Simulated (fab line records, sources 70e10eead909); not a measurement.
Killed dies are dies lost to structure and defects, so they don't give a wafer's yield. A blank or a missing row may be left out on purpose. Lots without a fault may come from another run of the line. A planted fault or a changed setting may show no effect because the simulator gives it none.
Chamber matching | flow nand_harc | NHARC_A_CHANNEL_FILL_D1_ALD_25 on ald_hk-04: 4 sister chambers
The step deposits SiOx, target thk 60 nm, pulse time 10 s, ald cycles 600. 14 wafers are shown with their chamber, then 6 later ones without.

WAFERS WITH THEIR CHAMBER
wafer  | chamber | heater_power_w (W) | precursor_pulse_height_rel | susceptor_temp_C (C)
L570.1 | 0       | 506                | 0.965                      | 300.00
L570.3 | 2       | 496                | 0.998                      | 300.15
L570.4 | 3       | 525                | 0.972                      | 300.00
L572.2 | 3       | 503                | 0.996                      | 300.34
L572.4 | 2       | 494                | 1.015                      | 299.89
L572.1 | 1       | 381                | 1.035                      | 300.04
L575.4 | 1       | 387                | 0.992                      | 300.19
L575.5 | 1       | 387                | 1.018                      | 300.18
L575.6 | 2       | 516                | 0.963                      | 299.92
L581.2 | 1       | 382                | 0.989                      | 299.74
L581.4 | 2       | 499                | 0.964                      | 299.82
L583.2 | 3       | 530                | 0.997                      | 299.99
L583.4 | 1       | 389                | 1.024                      | 299.95
L583.5 | 0       | 507                | 1.016                      | 299.95

SIGNATURES (means of the wafers above)
reading                    | chamber 0 | chamber 1 | chamber 2 | chamber 3 | scatter within a chamber
heater_power_w             | 506.50    | 385.20    | 501.25    | 519.33    | 8.74
precursor_pulse_height_rel | 0.99050   | 1.01160   | 0.98500   | 0.98833   | 0.0231
susceptor_temp_C           | 299.9750  | 300.0200  | 299.9450  | 300.1100  | 0.167
Rule: a wafer's distance from a chamber is the root of the sum, over the readings, of the square of ((its reading less the chamber's mean) divided by the reading's scatter). The wafer belongs to the nearest chamber; if the next one is less than 2 further off, it can't be placed. The scatter: the root of (the sum of the squares of (reading less its chamber's mean) over the shown wafers, divided by (wafers less chambers)).

WAFERS WITHOUT THEIR CHAMBER
wafer  | heater_power_w (W) | precursor_pulse_height_rel | susceptor_temp_C (C)
L586.4 | 522                | 1.025                      | 300.07
L586.3 | 372                | 0.983                      | 299.96
L586.1 | 516                | 0.998                      | 300.07
L591.2 | 508                | 0.962                      | 300.31
L591.4 | 520                | 0.982                      | 300.22
L591.6 | 491                | 0.998                      | 300.02

WHICH CHAMBER EACH WENT THROUGH
wafer  | from the rows above          | in truth
L586.4 | can't be placed: 3 or 0 or 2 | 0
L586.3 | 1                            | 1
L586.1 | can't be placed: 3 or 0 or 2 | 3
L591.2 | can't be placed: 3 or 0 or 2 | 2
L591.4 | can't be placed: 3 or 0 or 2 | 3
L591.6 | can't be placed: 2 or 0 or 3 | 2
Placed correctly: 1 of 6. Can't be placed from these rows: 5 (the true chamber is among the candidates in 5). Placed wrongly: 0.
